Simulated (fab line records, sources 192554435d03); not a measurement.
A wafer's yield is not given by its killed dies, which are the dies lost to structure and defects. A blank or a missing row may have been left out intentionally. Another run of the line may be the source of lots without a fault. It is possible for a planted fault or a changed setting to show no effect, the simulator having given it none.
A sampling plan put to the test -- flow n5-finfet -- one fab line, 39 faults that these records tell of, each judged on the records of the lots that it struck; 1 more is left out, because the records don't allow judging it
The line's own looks make up the plan; these are the steps of the route where a gauge or inspection reads the wafer and leaves it unchanged. A look can be judged if struck wafers have a number there and the file gives its usual mean and standard deviation on fault-free wafers. Caught: a look later than the fault's first step finds the struck wafers' mean 4 or more of those standard deviations (sigma) from the usual mean. On the tool: the identical test, applied to the tool's own readings at the steps of the fault. Also counted as caught: the struck wafers showing another recipe, or a record that is empty for them alone.

## THE FAULTS, as the simulator had put them in
1. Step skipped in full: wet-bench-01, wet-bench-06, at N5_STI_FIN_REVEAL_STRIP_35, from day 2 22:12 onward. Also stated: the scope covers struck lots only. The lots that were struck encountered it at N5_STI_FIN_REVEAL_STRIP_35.
2. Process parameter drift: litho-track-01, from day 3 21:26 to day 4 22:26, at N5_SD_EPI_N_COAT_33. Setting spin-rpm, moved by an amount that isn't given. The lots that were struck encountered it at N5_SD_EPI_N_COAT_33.
3. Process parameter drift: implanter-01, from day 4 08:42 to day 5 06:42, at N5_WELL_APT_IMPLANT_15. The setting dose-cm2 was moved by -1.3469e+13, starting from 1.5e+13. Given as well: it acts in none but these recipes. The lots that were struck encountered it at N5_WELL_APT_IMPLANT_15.
4. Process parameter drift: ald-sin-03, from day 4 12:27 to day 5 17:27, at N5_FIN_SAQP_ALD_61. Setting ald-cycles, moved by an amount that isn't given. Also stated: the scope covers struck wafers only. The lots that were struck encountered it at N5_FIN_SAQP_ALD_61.
5. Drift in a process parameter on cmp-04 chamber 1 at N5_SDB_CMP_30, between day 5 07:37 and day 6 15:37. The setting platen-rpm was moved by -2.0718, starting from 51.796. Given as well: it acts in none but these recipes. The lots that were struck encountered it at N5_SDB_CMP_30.
6. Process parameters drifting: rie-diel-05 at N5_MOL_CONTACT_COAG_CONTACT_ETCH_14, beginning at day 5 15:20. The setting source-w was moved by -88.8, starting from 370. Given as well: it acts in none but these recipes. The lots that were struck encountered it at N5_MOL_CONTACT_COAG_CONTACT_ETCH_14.
7. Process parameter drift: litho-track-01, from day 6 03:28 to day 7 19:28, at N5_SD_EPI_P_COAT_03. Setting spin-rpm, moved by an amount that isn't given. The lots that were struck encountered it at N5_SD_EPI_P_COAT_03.
8. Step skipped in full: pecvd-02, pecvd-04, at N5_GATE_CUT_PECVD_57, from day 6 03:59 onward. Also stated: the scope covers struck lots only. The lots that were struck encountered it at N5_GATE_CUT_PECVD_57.
9. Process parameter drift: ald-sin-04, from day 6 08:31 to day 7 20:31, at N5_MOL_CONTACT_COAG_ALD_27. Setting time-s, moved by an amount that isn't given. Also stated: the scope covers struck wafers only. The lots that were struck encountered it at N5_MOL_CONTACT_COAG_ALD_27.
10. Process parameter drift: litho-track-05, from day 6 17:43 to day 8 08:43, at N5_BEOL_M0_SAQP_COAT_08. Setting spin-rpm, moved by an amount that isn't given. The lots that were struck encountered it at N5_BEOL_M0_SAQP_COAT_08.
11. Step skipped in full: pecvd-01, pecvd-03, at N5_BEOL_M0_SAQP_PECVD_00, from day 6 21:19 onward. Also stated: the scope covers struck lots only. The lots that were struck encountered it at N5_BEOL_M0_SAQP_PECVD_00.
12. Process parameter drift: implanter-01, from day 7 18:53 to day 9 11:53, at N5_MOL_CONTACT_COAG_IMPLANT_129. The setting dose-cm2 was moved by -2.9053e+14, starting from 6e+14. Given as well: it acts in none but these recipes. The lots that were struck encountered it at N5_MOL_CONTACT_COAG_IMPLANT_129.
13. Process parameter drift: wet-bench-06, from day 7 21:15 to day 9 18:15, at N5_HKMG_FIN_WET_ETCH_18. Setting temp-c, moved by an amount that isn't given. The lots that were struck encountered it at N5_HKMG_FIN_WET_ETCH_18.
14. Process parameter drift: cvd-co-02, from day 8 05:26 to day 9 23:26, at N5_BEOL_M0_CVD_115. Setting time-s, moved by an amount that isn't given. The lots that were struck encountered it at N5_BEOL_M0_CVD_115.
15. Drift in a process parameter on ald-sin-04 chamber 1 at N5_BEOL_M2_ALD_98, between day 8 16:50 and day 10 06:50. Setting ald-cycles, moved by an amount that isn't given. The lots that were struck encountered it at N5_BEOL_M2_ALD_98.
16. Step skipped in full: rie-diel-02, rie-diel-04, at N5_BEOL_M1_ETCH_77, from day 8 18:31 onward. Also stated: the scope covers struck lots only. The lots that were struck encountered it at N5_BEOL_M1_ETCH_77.
17. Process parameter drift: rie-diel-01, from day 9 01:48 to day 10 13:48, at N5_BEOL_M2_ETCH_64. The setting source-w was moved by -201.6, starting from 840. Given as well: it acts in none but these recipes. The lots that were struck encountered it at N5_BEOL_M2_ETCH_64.
18. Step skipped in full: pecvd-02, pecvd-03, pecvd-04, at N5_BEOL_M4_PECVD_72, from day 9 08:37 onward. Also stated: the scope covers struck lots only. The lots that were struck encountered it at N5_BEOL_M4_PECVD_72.
19. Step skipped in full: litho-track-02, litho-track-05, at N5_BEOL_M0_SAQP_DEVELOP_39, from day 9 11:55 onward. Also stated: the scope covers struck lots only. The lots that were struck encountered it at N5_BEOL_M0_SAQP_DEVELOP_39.
20. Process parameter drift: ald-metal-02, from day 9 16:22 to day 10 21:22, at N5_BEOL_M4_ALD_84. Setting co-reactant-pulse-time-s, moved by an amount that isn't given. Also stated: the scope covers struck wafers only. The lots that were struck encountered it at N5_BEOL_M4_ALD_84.
21. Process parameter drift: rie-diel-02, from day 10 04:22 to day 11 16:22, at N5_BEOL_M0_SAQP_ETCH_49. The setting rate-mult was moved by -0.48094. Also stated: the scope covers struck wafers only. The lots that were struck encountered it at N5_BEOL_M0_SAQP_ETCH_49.
22. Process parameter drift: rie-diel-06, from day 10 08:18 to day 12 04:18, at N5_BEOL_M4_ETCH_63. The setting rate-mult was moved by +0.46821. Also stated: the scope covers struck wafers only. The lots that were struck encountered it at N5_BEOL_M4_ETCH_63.
23. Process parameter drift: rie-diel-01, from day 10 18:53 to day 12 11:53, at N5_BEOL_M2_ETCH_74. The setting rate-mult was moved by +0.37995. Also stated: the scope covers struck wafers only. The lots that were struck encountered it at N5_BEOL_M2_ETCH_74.
24. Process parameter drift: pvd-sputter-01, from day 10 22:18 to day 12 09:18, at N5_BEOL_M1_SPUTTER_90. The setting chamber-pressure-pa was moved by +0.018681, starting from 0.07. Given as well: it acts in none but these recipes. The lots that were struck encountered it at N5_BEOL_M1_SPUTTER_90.
25. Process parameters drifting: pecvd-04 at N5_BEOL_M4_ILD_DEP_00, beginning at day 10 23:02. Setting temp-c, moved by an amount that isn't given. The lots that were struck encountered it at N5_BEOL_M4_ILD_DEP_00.
26. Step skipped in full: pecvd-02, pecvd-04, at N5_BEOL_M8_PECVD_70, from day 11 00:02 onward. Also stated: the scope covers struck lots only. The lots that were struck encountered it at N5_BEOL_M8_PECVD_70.
27. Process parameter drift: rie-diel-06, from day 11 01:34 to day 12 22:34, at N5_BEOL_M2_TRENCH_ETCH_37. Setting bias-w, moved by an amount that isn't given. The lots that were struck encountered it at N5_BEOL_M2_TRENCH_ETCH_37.
28. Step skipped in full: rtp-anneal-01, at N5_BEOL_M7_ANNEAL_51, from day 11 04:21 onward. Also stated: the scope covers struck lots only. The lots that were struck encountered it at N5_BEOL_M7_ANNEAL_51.
29. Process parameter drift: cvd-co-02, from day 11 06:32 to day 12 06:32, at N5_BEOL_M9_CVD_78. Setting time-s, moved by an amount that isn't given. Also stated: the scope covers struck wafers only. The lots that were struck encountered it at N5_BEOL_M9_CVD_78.
30. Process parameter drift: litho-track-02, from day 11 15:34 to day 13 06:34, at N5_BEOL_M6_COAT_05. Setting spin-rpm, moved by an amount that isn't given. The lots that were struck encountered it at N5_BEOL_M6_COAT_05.
31. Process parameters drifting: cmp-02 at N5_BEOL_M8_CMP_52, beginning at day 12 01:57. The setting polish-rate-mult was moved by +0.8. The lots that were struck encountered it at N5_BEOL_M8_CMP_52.
32. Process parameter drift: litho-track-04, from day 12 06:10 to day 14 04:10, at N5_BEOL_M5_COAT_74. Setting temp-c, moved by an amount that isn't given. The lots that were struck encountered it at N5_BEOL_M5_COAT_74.
33. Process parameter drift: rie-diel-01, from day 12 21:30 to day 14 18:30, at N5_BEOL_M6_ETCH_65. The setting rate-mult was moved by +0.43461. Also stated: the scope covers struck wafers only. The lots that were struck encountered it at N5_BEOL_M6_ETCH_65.
34. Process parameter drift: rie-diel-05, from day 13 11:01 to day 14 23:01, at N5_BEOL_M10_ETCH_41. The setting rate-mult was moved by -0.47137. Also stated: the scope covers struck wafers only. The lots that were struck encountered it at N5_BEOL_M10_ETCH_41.
35. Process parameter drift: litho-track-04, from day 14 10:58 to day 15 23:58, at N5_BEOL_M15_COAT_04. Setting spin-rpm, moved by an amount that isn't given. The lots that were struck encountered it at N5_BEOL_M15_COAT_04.
36. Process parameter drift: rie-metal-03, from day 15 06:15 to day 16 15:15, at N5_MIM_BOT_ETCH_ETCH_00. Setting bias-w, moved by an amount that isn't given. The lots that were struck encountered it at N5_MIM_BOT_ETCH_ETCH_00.
37. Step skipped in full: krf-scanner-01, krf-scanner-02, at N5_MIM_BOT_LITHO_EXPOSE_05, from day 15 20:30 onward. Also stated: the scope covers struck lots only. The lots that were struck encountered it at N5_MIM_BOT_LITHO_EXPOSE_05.
38. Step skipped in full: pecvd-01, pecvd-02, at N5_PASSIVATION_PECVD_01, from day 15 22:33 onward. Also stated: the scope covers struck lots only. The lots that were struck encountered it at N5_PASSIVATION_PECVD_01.
39. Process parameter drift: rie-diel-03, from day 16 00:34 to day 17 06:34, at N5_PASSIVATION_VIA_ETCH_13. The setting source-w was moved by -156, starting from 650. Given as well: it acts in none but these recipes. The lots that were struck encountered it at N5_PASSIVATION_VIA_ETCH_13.

## WHAT THE PLAN SAW
fault,on the tool itself,first look that catches it,"reading, sigma",median hours from its first step to that look,hours from the fault's start to the first struck lot there,judged looks passed uncaught
1,the tool's record is blank for the struck wafers,N5_STI_FIN_REVEAL_FIN_H_MEAS_10,trench-depth-nm -5.5,0.3,3,0
2,spin-speed-rpm +85 sigma,no look after it can be judged,-,-,-,0
3,dose-ions-cm2 -99 or beyond sigma,no look after it can be judged,-,-,-,0
4,under 2 sigma,no look after it can be judged,-,-,-,0
5,platen-rpm -58 sigma,no look after it can be judged,-,-,-,0
6,rf-fwd-power-W -49 sigma,no look after it can be judged,-,-,-,0
7,spin-speed-rpm +76 sigma,no look after it can be judged,-,-,-,0
8,the tool's record is blank for the struck wafers,no look after it can be judged,-,-,-,0
9,run-length-s +99 or beyond sigma,no look after it can be judged,-,-,-,0
10,spin-speed-rpm +65 sigma,none of the 2 looks that can be judged after it,-,-,-,2
11,the tool's record is blank for the struck wafers,N5_BEOL_M0_RS_MEAS_126,M0_RS +5.7,13.8,17,0
12,dose-ions-cm2 -99 or beyond sigma,no look after it can be judged,-,-,-,0
13,under 2 sigma,no look after it can be judged,-,-,-,0
14,run-length-s -65 sigma,not the one look that can be judged after it,-,-,-,1
15,under 2 sigma,none of the 2 looks that can be judged after it,-,-,-,2
16,the tool's record is blank for the struck wafers,not the one look that can be judged after it,-,-,-,1
17,rf-fwd-power-W -80 sigma,not the one look that can be judged after it,-,-,-,1
18,the tool's record is blank for the struck wafers,not the one look that can be judged after it,-,-,-,1
19,the tool's record is blank for the struck wafers,no look after it can be judged,-,-,-,0
20,under 2 sigma,not the one look that can be judged after it,-,-,-,1
21,only faintly: oes-product-au -3.3 sigma,none of the 2 looks that can be judged after it,-,-,-,2
22,etch-rf-on-time-s -17 sigma,not the one look that can be judged after it,-,-,-,1
23,etch-rf-on-time-s -14 sigma,not the one look that can be judged after it,-,-,-,1
24,chamber-pressure-pa +99 or beyond sigma,not the one look that can be judged after it,-,-,-,1
25,susceptor-temp-C -17 sigma,not the one look that can be judged after it,-,-,-,1
26,the tool's record is blank for the struck wafers,not the one look that can be judged after it,-,-,-,1
27,bias-w +15 sigma,none of the 2 looks that can be judged after it,-,-,-,2
28,the tool's record is blank for the struck wafers,no look after it can be judged,-,-,-,0
29,run-length-s -52 sigma,not the one look that can be judged after it,-,-,-,1
30,spin-speed-rpm -41 sigma,no look after it can be judged,-,-,-,0
31,barrier-field-endpoint-s -14 sigma,no look after it can be judged,-,-,-,0
32,plate-temp-C -11 sigma,no look after it can be judged,-,-,-,0
33,etch-rf-on-time-s -22 sigma,no look after it can be judged,-,-,-,0
34,only faintly: oes-product-au -3.8 sigma,no look after it can be judged,-,-,-,0
35,spin-speed-rpm +99 or beyond sigma,no look after it can be judged,-,-,-,0
36,bias-w -15 sigma,no look after it can be judged,-,-,-,0
37,no reading that can be judged,no look after it can be judged,-,-,-,0
38,the tool's record is blank for the struck wafers,no look after it can be judged,-,-,-,0
39,rf-fwd-power-W -81 sigma,no look after it can be judged,-,-,-,0
A dash: the fault is not caught, or the number is missing from these records.

Caught at a look: 2 of 39. Caught on the tool: 32 of 39. By one or the other: 32 of 39.
Faults caught by the tool alone: 2, 3, 5, 6, 7, 8, 9, 10, 12, 14, 16, 17, 18, 19, 22, 23, 24, 25, 26, 27, 28, 29, 30, 31, 32, 33, 35, 36, 38, 39.
Caught by neither: faults 4, 13, 15, 20, 21, 34, 37.

## THINNER SAMPLING
Were the look that catches a fault to measure just every second or every third lot (counted by lot number), the first struck lot would, at worst, be measured this late:
fault,"struck lots at that look, in order of time",every lot,every second lot,every third lot
1,"L477, L478",3 h,10 h,may miss all 2
11,"L275, L276",17 h,25 h,may miss all 2
Hours count from the start of the fault until the first struck lot that is measured. Since the struck wafers were tested as one group against 4 sigma, a single lot by itself may lie under the limit. Other struck lots may not be in these records.

## THE LONGEST TIMED WAY FROM STEP TO LOOK
Fault 11: median gap of 13.8 hours between N5_BEOL_M0_SAQP_PECVD_00 and N5_BEOL_M0_RS_MEAS_126. No look between them can be judged.
